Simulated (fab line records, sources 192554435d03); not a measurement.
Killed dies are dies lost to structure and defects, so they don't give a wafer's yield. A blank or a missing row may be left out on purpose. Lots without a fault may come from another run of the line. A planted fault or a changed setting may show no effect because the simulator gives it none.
Chamber matching | flow n5_finfet | N5_FIN_SAQP_PECVD_06 on pecvd-04: 3 sister chambers
The step deposits a-Si from SiH4/He, target thk 60 nm, time 48.1 s. 20 wafers are shown with their chamber, then 10 later ones without.

WAFERS WITH THEIR CHAMBER
wafer  | chamber | showerhead_plenum_p_Torr (Torr) | throttle_valve_pct (%) | heater_power_w (W)
L075.3 | 1       | 5.82                            | 18.3                   | 677
L075.4 | 0       | 5.63                            | 17.4                   | 844
L075.6 | 1       | 5.82                            | 18.4                   | 712
L078.2 | 1       | 5.81                            | 18.3                   | 827
L078.4 | 1       | 5.81                            | 18.2                   | 811
L078.5 | 0       | 5.65                            | 17.1                   | 888
L079.3 | 1       | 5.81                            | 18.3                   | 807
L079.4 | 2       | 5.66                            | 15.9                   | 740
L079.6 | 0       | 5.63                            | 17.4                   | 796
L080.1 | 1       | 5.81                            | 18.2                   | 796
L080.4 | 1       | 5.83                            | 18.3                   | 790
L080.6 | 0       | 5.64                            | 17.7                   | 833
L082.1 | 2       | 5.67                            | 16.3                   | 640
L082.4 | 1       | 5.81                            | 18.2                   | 822
L082.5 | 2       | 5.67                            | 16.0                   | 658
L083.1 | 1       | 5.82                            | 18.4                   | 790
L083.2 | 2       | 5.66                            | 15.9                   | 742
L083.5 | 1       | 5.81                            | 18.2                   | 801
L088.2 | 1       | 5.82                            | 18.2                   | 826
L088.5 | 2       | 5.67                            | 16.0                   | 718

SIGNATURES (means of the wafers above)
reading                  | chamber 0 | chamber 1 | chamber 2 | scatter within a chamber
showerhead_plenum_p_Torr | 5.6375    | 5.8155    | 5.6660    | 0.00714
throttle_valve_pct       | 17.400    | 18.273    | 16.020    | 0.143
heater_power_w           | 840.25    | 787.18    | 699.60    | 46.5
Rule: a wafer's distance from a chamber is the root of the sum, over the readings, of the square of ((its reading less the chamber's mean) divided by the reading's scatter). The wafer belongs to the nearest chamber; if the next one is less than 2 further off, it can't be placed. The scatter: the root of (the sum of the squares of (reading less its chamber's mean) over the shown wafers, divided by (wafers less chambers)).

WAFERS WITHOUT THEIR CHAMBER
wafer  | showerhead_plenum_p_Torr (Torr) | throttle_valve_pct (%) | heater_power_w (W)
L088.6 | 5.65                            | 17.6                   | 820
L092.2 | 5.67                            | 16.1                   | 735
L092.5 | 5.66                            | 16.1                   | 735
L092.6 | 5.82                            | 18.2                   | 787
L095.2 | 5.81                            | 18.1                   | 729
L095.4 | 5.64                            | 17.8                   | 841
L095.5 | 5.65                            | 16.2                   | 725
L096.1 | 5.66                            | 16.4                   | 739
L096.2 | 5.65                            | 17.8                   | 779
L096.4 | 5.67                            | 16.4                   | 737

WHICH CHAMBER EACH WENT THROUGH
wafer  | from the rows above | in truth
L088.6 | 0                   | 0
L092.2 | 2                   | 2
L092.5 | 2                   | 2
L092.6 | 1                   | 1
L095.2 | 1                   | 1
L095.4 | 0                   | 0
L095.5 | 2                   | 2
L096.1 | 2                   | 2
L096.2 | 0                   | 0
L096.4 | 2                   | 2
Placed correctly: 10 of 10. Can't be placed from these rows: 0. Placed wrongly: 0.
